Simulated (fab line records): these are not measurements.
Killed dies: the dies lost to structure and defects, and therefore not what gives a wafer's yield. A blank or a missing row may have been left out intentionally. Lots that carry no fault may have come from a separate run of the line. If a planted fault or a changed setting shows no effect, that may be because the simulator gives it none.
Which tool is to blame? | flow n5_finfet | 72 wafers from 24 lots sampled at 6 of the route's 1938 steps

== WHAT THE GAUGES SHOWED, per wafer ==
N5_BEOL_M15_THK_MEAS_01.
lot  | measured     | on            | M15_ILD_THK (nm)
L076 | day 11 21:08 | film_metro-01 | 1643 1673 1645
L075 | day 12 01:15 | film_metro-02 | 1657 1622 1643
L074 | day 12 03:52 | film_metro-02 | 1630 1612 1666
L077 | day 12 08:36 | film_metro-02 | 1621 1675 1646
L078 | day 12 16:52 | film_metro-01 | 1662 1655 1676
L079 | day 12 18:26 | film_metro-02 | 1639 1669 1654
L080 | day 13 03:29 | film_metro-02 | 1673 1684 1657
L082 | day 13 06:27 | film_metro-01 | 1617 1621 1639
L081 | day 13 11:08 | film_metro-01 | 1632 1617 1644
L083 | day 13 17:04 | film_metro-02 | 1624 1665 1662
L084 | day 13 17:10 | film_metro-02 | 1636 1588 1639
L085 | day 14 18:32 | film_metro-02 | 1639 1678 1658
L086 | day 14 23:40 | film_metro-02 | 1627 1650 1662
L088 | day 15 05:29 | film_metro-01 | 1647 1640 1668
L087 | day 15 08:56 | film_metro-02 | 1620 1621 1645
L089 | day 15 13:11 | film_metro-01 | 1634 1656 1666
L090 | day 15 18:33 | film_metro-02 | 1630 1628 1651
L091 | day 16 00:24 | film_metro-02 | 1601 1655 1614
L092 | day 16 06:58 | film_metro-01 | 1630 1672 1608
L094 | day 16 16:38 | film_metro-01 | 1652 1653 1633
L093 | day 16 18:17 | film_metro-02 | 1641 1632 1641
L095 | day 17 05:43 | film_metro-01 | 1617 1642 1653
L097 | day 17 07:01 | film_metro-02 | 1637 1675 1661
L096 | day 17 07:28 | film_metro-02 | 1624 1651 1625

N5_BEOL_M15_THK_MEAS_50: measures by xrf.
lot  | measured     | on            | M15_THK (nm)
L076 | day 12 02:04 | film_metro-01 | 828 872 789
L075 | day 12 07:23 | film_metro-01 | 785 826 790
L074 | day 12 11:02 | film_metro-01 | 803 803 823
L077 | day 12 13:13 | film_metro-02 | 836 811 834
L078 | day 12 21:58 | film_metro-01 | 831 854 787
L079 | day 13 05:37 | film_metro-01 | 822 824 831
L080 | day 13 11:22 | film_metro-01 | 803 829 829
L082 | day 13 12:47 | film_metro-02 | 800 880 859
L081 | day 13 16:59 | film_metro-02 | 876 807 862
L083 | day 13 23:43 | film_metro-02 | 828 823 819
L084 | day 14 01:08 | film_metro-01 | 823 830 824
L085 | day 15 00:16 | film_metro-02 | 778 820 865
L086 | day 15 04:44 | film_metro-01 | 862 776 867
L088 | day 15 11:55 | film_metro-01 | 818 831 835
L087 | day 15 15:34 | film_metro-01 | 844 840 852
L089 | day 15 17:55 | film_metro-02 | 817 826 832
L090 | day 15 23:06 | film_metro-01 | 847 849 842
L091 | day 16 05:59 | film_metro-01 | 787 886 875
L092 | day 16 11:56 | film_metro-02 | 861 882 869
L094 | day 16 23:17 | film_metro-01 | 816 819 819
L093 | day 16 23:36 | film_metro-01 | 830 833 820
L095 | day 17 15:16 | film_metro-02 | 859 833 774
L097 | day 17 14:55 | film_metro-01 | 803 808 810
L096 | day 17 14:56 | film_metro-01 | 870 781 846

== WHAT TOOL EACH LOT RAN ON (gives the tool, then ch and the chambers of the sampled wafers, and finally the start) ==
lot  | N5_BEOL_M15_ETCH_59                | N5_BEOL_M15_DESCUM_33              | N5_BEOL_M15_ETCH_61                | N5_BEOL_M15_SPUTTER_45
L076 | rie_diel-03 ch 1,2, day 11 21:33   | rie_diel-06 ch 1,2,3, day 11 23:16 | rie_diel-06 ch 1,2,3, day 11 23:18 | pvd_sputter-01, day 12 00:57
L075 | rie_diel-06 ch 0,3, day 12 01:48   | rie_diel-06 ch 2,3, day 12 03:21   | rie_diel-06 ch 2,3, day 12 03:23   | pvd_sputter-02, day 12 06:26
L074 | rie_diel-03 ch 0,1,3, day 12 04:25 | rie_diel-02 ch 0,1,2, day 12 06:01 | rie_diel-02 ch 0,1,2, day 12 06:03 | pvd_sputter-03, day 12 10:05
L077 | rie_diel-06 ch 0,2,3, day 12 09:02 | rie_diel-02 ch 1,2,3, day 12 10:35 | rie_diel-02 ch 1,2,3, day 12 10:38 | pvd_sputter-03, day 12 11:38
L078 | rie_diel-02 ch 1,2,3, day 12 17:50 | rie_diel-06 ch 0,2,3, day 12 19:22 | rie_diel-06 ch 0,2,3, day 12 19:24 | pvd_sputter-01, day 12 21:00
L079 | rie_diel-06 ch 1,2,3, day 12 18:59 | rie_diel-03 ch 0,1,2, day 12 20:42 | rie_diel-03 ch 0,1,2, day 12 20:44 | pvd_sputter-03, day 13 04:00
L080 | rie_diel-03 ch 1,2, day 13 04:02   | rie_diel-02 ch 1,2, day 13 05:38   | rie_diel-02 ch 1,2, day 13 05:40   | pvd_sputter-02, day 13 10:25
L082 | rie_diel-06 ch 0,1,3, day 13 07:00 | rie_diel-06 ch 0,1,2, day 13 08:26 | rie_diel-06 ch 0,1,2, day 13 08:28 | pvd_sputter-02, day 13 11:50
L081 | rie_diel-06 ch 0,2,3, day 13 11:38 | rie_diel-06 ch 0,2,3, day 13 13:11 | rie_diel-06 ch 0,2,3, day 13 13:13 | pvd_sputter-03, day 13 16:02
L083 | rie_diel-03 ch 1,2, day 13 17:37   | rie_diel-02 ch 2,3, day 13 19:30   | rie_diel-02 ch 2,3, day 13 19:32   | pvd_sputter-02, day 13 22:46
L084 | rie_diel-02 ch 1,2,3, day 13 17:46 | rie_diel-03 ch 0,1, day 13 19:33   | rie_diel-03 ch 0,1, day 13 19:35   | pvd_sputter-02, day 13 23:38
L085 | rie_diel-03 ch 0,1,2, day 14 18:59 | rie_diel-06 ch 1,2,3, day 14 20:54 | rie_diel-06 ch 1,2,3, day 14 20:56 | pvd_sputter-01, day 14 23:19
L086 | rie_diel-03 ch 0,1, day 15 00:06   | rie_diel-06 ch 0,1,2, day 15 01:39 | rie_diel-06 ch 0,1,2, day 15 01:41 | pvd_sputter-01, day 15 03:20
L088 | rie_diel-06 ch 1,2,3, day 15 06:07 | rie_diel-02 ch 0,2,3, day 15 07:41 | rie_diel-02 ch 0,2,3, day 15 07:43 | pvd_sputter-01, day 15 10:58
L087 | rie_diel-03 ch 0,1,2, day 15 09:29 | rie_diel-03 ch 0,1,3, day 15 11:13 | rie_diel-03 ch 0,1,3, day 15 11:15 | pvd_sputter-02, day 15 14:36
L089 | rie_diel-06 ch 0,1,2, day 15 13:44 | rie_diel-03 ch 0,3, day 15 15:24   | rie_diel-03 ch 0,3, day 15 15:26   | pvd_sputter-02, day 15 16:49
L090 | rie_diel-02 ch 2,3, day 15 19:01   | rie_diel-03 ch 0,1,3, day 15 20:26 | rie_diel-03 ch 0,1,3, day 15 20:28 | pvd_sputter-02, day 15 21:56
L091 | rie_diel-02 ch 1,2,3, day 16 01:01 | rie_diel-06 ch 1,2, day 16 02:41   | rie_diel-06 ch 1,2, day 16 02:43   | pvd_sputter-03, day 16 04:58
L092 | rie_diel-02 ch 0,3, day 16 07:29   | rie_diel-06 ch 0,1, day 16 09:08   | rie_diel-06 ch 0,1, day 16 09:10   | pvd_sputter-02, day 16 10:59
L094 | rie_diel-02 ch 1,2, day 16 17:32   | rie_diel-02 ch 2,3, day 16 19:19   | rie_diel-02 ch 2,3, day 16 19:22   | pvd_sputter-03, day 16 22:10
L093 | rie_diel-02 ch 1,2,3, day 16 18:47 | rie_diel-03 ch 0,2, day 16 20:39   | rie_diel-03 ch 0,2, day 16 20:41   | pvd_sputter-02, day 16 22:38
L095 | rie_diel-03 ch 0,1,3, day 17 06:17 | rie_diel-06 ch 1,2,3, day 17 08:05 | rie_diel-06 ch 1,2,3, day 17 08:07 | pvd_sputter-02, day 17 14:19
L097 | rie_diel-06 ch 0,1, day 17 07:43   | rie_diel-02 ch 2,3, day 17 09:19   | rie_diel-02 ch 2,3, day 17 09:21   | pvd_sputter-03, day 17 13:58
L096 | rie_diel-02 ch 2,3, day 17 07:53   | rie_diel-06 ch 1,2,3, day 17 09:31 | rie_diel-06 ch 1,2,3, day 17 09:34 | pvd_sputter-02, day 17 13:59
- N5_BEOL_M15_ETCH_59: etches BARC in N2/H2, target depth 89 nm, overetch 26.7 nm, time 67.9 s.
- N5_BEOL_M15_DESCUM_33: chemistry O2, time 7.9 s.
- N5_BEOL_M15_ETCH_61: etches BARC in N2/H2, target depth 89 nm, overetch 26.7 nm, time 67.9 s.
- N5_BEOL_M15_SPUTTER_45: material Cu, target thk 100 nm, time 16.67 s.

== WHAT THE TOOLS THEMSELVES READ (means of the sampled wafers that have a number; where no wafer has one, the mark that the record gives instead) ==
N5_BEOL_M15_ETCH_59.
lot  | tool        | drypump_motor_current_A (A) | oes_product_au (a.u.) | rf_vpp_V (V) | showerhead_plenum_p_Torr (Torr) | throttle_valve_pct (%)
L076 | rie_diel-03 | 6.0                         | 0.66                  | 521.5        | 2.44                            | 17.7
L075 | rie_diel-06 | 5.6                         | 0.71                  | 526.6        | 2.65                            | 17.7
L074 | rie_diel-03 | 5.9                         | 0.66                  | 522.3        | 2.50                            | 17.9
L077 | rie_diel-06 | 5.6                         | 0.68                  | 525.7        | 2.60                            | 18.0
L078 | rie_diel-02 | 6.0                         | 0.71                  | 522.7        | 2.51                            | 17.8
L079 | rie_diel-06 | 5.4                         | 0.69                  | 525.0        | 2.57                            | 17.9
L080 | rie_diel-03 | 6.3                         | 0.71                  | 523.4        | 2.50                            | 17.6
L082 | rie_diel-06 | 5.7                         | 0.71                  | 524.6        | 2.58                            | 17.8
L081 | rie_diel-06 | 5.6                         | 0.67                  | 525.9        | 2.59                            | 18.0
L083 | rie_diel-03 | 6.0                         | 0.66                  | 522.2        | 2.44                            | 17.7
L084 | rie_diel-02 | 6.0                         | 0.70                  | 522.1        | 2.51                            | 17.8
L085 | rie_diel-03 | 6.2                         | 0.70                  | 522.9        | 2.48                            | 17.6
L086 | rie_diel-03 | 6.0                         | 0.70                  | 522.4        | 2.45                            | 17.7
L088 | rie_diel-06 | 5.4                         | 0.68                  | 524.4        | 2.56                            | 17.9
L087 | rie_diel-03 | 6.2                         | 0.69                  | 522.0        | 2.47                            | 17.6
L089 | rie_diel-06 | 5.6                         | 0.67                  | 523.2        | 2.53                            | 18.1
L090 | rie_diel-02 | 5.6                         | 0.69                  | 521.4        | 2.47                            | 17.9
L091 | rie_diel-02 | 6.0                         | 0.69                  | 522.4        | 2.50                            | 17.9
L092 | rie_diel-02 | 5.6                         | 0.70                  | 522.3        | 2.49                            | 17.5
L094 | rie_diel-02 | 6.4                         | 0.67                  | 522.9        | 2.53                            | 17.9
L093 | rie_diel-02 | 6.0                         | 0.68                  | 523.6        | 2.50                            | 17.9
L095 | rie_diel-03 | 5.9                         | 0.70                  | 523.0        | 2.48                            | 17.8
L097 | rie_diel-06 | 5.9                         | 0.68                  | 523.4        | 2.53                            | 18.0
L096 | rie_diel-02 | 5.6                         | 0.68                  | 521.7        | 2.47                            | 17.9

N5_BEOL_M15_DESCUM_33.
lot  | tool        | drypump_motor_current_A (A) | oes_product_au (a.u.) | rf_vpp_V (V) | showerhead_plenum_p_Torr (Torr) | throttle_valve_pct (%)
L076 | rie_diel-06 | 5.4                         | 0.83                  | 243.4        | 2.11                            | 20.42
L075 | rie_diel-06 | 5.4                         | 0.77                  | 243.4        | 2.13                            | 20.60
L074 | rie_diel-02 | 6.3                         | 0.79                  | 243.5        | 2.10                            | 20.29
L077 | rie_diel-02 | 6.0                         | 0.83                  | 242.0        | 2.06                            | 20.27
L078 | rie_diel-06 | 5.6                         | 0.79                  | 243.7        | 2.14                            | 20.60
L079 | rie_diel-03 | 6.1                         | 0.83                  | 242.6        | 2.05                            | 20.31
L080 | rie_diel-02 | 6.3                         | 0.85                  | 242.8        | 2.06                            | 20.34
L082 | rie_diel-06 | 5.7                         | 0.81                  | 242.1        | 2.08                            | 20.58
L081 | rie_diel-06 | 5.6                         | 0.79                  | 243.1        | 2.14                            | 20.62
L083 | rie_diel-02 | 5.8                         | 0.86                  | 242.7        | 2.03                            | 20.34
L084 | rie_diel-03 | 6.0                         | 0.83                  | 242.1        | 2.02                            | 20.20
L085 | rie_diel-06 | 5.4                         | 0.81                  | 243.5        | 2.11                            | 20.44
L086 | rie_diel-06 | 5.6                         | 0.79                  | 242.6        | 2.08                            | 20.60
L088 | rie_diel-02 | 5.8                         | 0.87                  | 242.2        | 2.07                            | 20.18
L087 | rie_diel-03 | 5.9                         | 0.84                  | 242.7        | 2.05                            | 20.35
L089 | rie_diel-03 | 6.1                         | 0.90                  | 243.5        | 2.07                            | 20.09
L090 | rie_diel-03 | 5.9                         | 0.84                  | 242.5        | 2.05                            | 20.35
L091 | rie_diel-06 | 5.5                         | 0.82                  | 243.1        | 2.04                            | 20.44
L092 | rie_diel-06 | 5.7                         | 0.84                  | 242.7        | 2.06                            | 20.44
L094 | rie_diel-02 | 5.5                         | 0.80                  | 242.1        | 2.02                            | 20.32
L093 | rie_diel-03 | 6.5                         | 0.86                  | 243.0        | 2.10                            | 20.19
L095 | rie_diel-06 | 5.4                         | 0.79                  | 243.2        | 2.10                            | 20.47
L097 | rie_diel-02 | 5.5                         | 0.79                  | 242.1        | 2.02                            | 20.34
L096 | rie_diel-06 | 5.4                         | 0.79                  | 243.7        | 2.10                            | 20.48

N5_BEOL_M15_ETCH_61.
lot  | tool        | drypump_motor_current_A (A) | oes_product_au (a.u.) | rf_vpp_V (V) | showerhead_plenum_p_Torr (Torr) | throttle_valve_pct (%)
L076 | rie_diel-06 | 5.4                         | 0.70                  | 524.5        | 2.57                            | 17.9
L075 | rie_diel-06 | 5.4                         | 0.67                  | 525.1        | 2.59                            | 18.0
L074 | rie_diel-02 | 6.4                         | 0.67                  | 524.1        | 2.55                            | 17.8
L077 | rie_diel-02 | 6.0                         | 0.71                  | 522.8        | 2.51                            | 17.8
L078 | rie_diel-06 | 5.6                         | 0.67                  | 524.9        | 2.60                            | 18.0
L079 | rie_diel-03 | 6.2                         | 0.71                  | 522.8        | 2.48                            | 17.6
L080 | rie_diel-02 | 6.3                         | 0.73                  | 522.3        | 2.53                            | 18.0
L082 | rie_diel-06 | 5.6                         | 0.68                  | 522.8        | 2.53                            | 18.1
L081 | rie_diel-06 | 5.6                         | 0.67                  | 525.4        | 2.59                            | 18.0
L083 | rie_diel-02 | 5.8                         | 0.74                  | 521.6        | 2.50                            | 18.0
L084 | rie_diel-03 | 6.0                         | 0.71                  | 522.0        | 2.45                            | 17.6
L085 | rie_diel-06 | 5.4                         | 0.69                  | 524.4        | 2.56                            | 17.9
L086 | rie_diel-06 | 5.7                         | 0.68                  | 523.1        | 2.53                            | 18.1
L088 | rie_diel-02 | 5.9                         | 0.74                  | 523.4        | 2.52                            | 17.7
L087 | rie_diel-03 | 5.9                         | 0.71                  | 521.7        | 2.49                            | 17.8
L089 | rie_diel-03 | 6.0                         | 0.76                  | 523.4        | 2.53                            | 17.7
L090 | rie_diel-03 | 5.9                         | 0.70                  | 522.5        | 2.48                            | 17.8
L091 | rie_diel-06 | 5.4                         | 0.69                  | 522.4        | 2.50                            | 18.0
L092 | rie_diel-06 | 5.7                         | 0.70                  | 522.3        | 2.51                            | 17.9
L094 | rie_diel-02 | 5.5                         | 0.68                  | 521.9        | 2.47                            | 17.9
L093 | rie_diel-03 | 6.5                         | 0.72                  | 523.2        | 2.53                            | 17.5
L095 | rie_diel-06 | 5.4                         | 0.67                  | 524.4        | 2.56                            | 17.9
L097 | rie_diel-02 | 5.6                         | 0.68                  | 521.8        | 2.47                            | 17.9
L096 | rie_diel-06 | 5.4                         | 0.67                  | 524.8        | 2.56                            | 17.9

N5_BEOL_M15_SPUTTER_45.
lot  | tool           | throttle_valve_pct (%)
L076 | pvd_sputter-01 | 30.8
L075 | pvd_sputter-02 | 30.2
L074 | pvd_sputter-03 | 29.7
L077 | pvd_sputter-03 | 29.3
L078 | pvd_sputter-01 | 30.0
L079 | pvd_sputter-03 | 29.7
L080 | pvd_sputter-02 | 30.6
L082 | pvd_sputter-02 | 29.4
L081 | pvd_sputter-03 | 29.6
L083 | pvd_sputter-02 | 28.9
L084 | pvd_sputter-02 | 30.1
L085 | pvd_sputter-01 | 29.6
L086 | pvd_sputter-01 | 30.9
L088 | pvd_sputter-01 | 30.2
L087 | pvd_sputter-02 | 29.4
L089 | pvd_sputter-02 | 29.5
L090 | pvd_sputter-02 | 29.5
L091 | pvd_sputter-03 | 29.0
L092 | pvd_sputter-02 | 30.1
L094 | pvd_sputter-03 | 29.2
L093 | pvd_sputter-02 | 28.5
L095 | pvd_sputter-02 | 29.5
L097 | pvd_sputter-03 | 29.5
L096 | pvd_sputter-02 | 30.4

== THE ANSWER, worked out from the rows above alone ==
Rule: the usual values come from the lots themselves. The widest of any qualifying gaps counts: lots, ordered by their means at a reading, are off when they make up no more than a third of the lots, leave a main group of 4 or more, and stand apart from it by 3 or more times the standard deviation of that group's means. The tables above print the reading to a certain number of digits; a main group whose means all agree to those digits is not used. Also off: a lot with no number at a reading for which 4 or more lots have one. Where the step has rows for the other lots, those lots are counted as sound. First the gauges in route order, then the tools' own readings, where a lot's mean is used as printed above. The first step at which some lot is off is used, and at that step the reading that is off furthest; a lot without a number counts as furthest.
No lot is off at any reading shown: from this, nothing can be told.

== WHAT WAS PUT IN BY THE SIMULATOR ==
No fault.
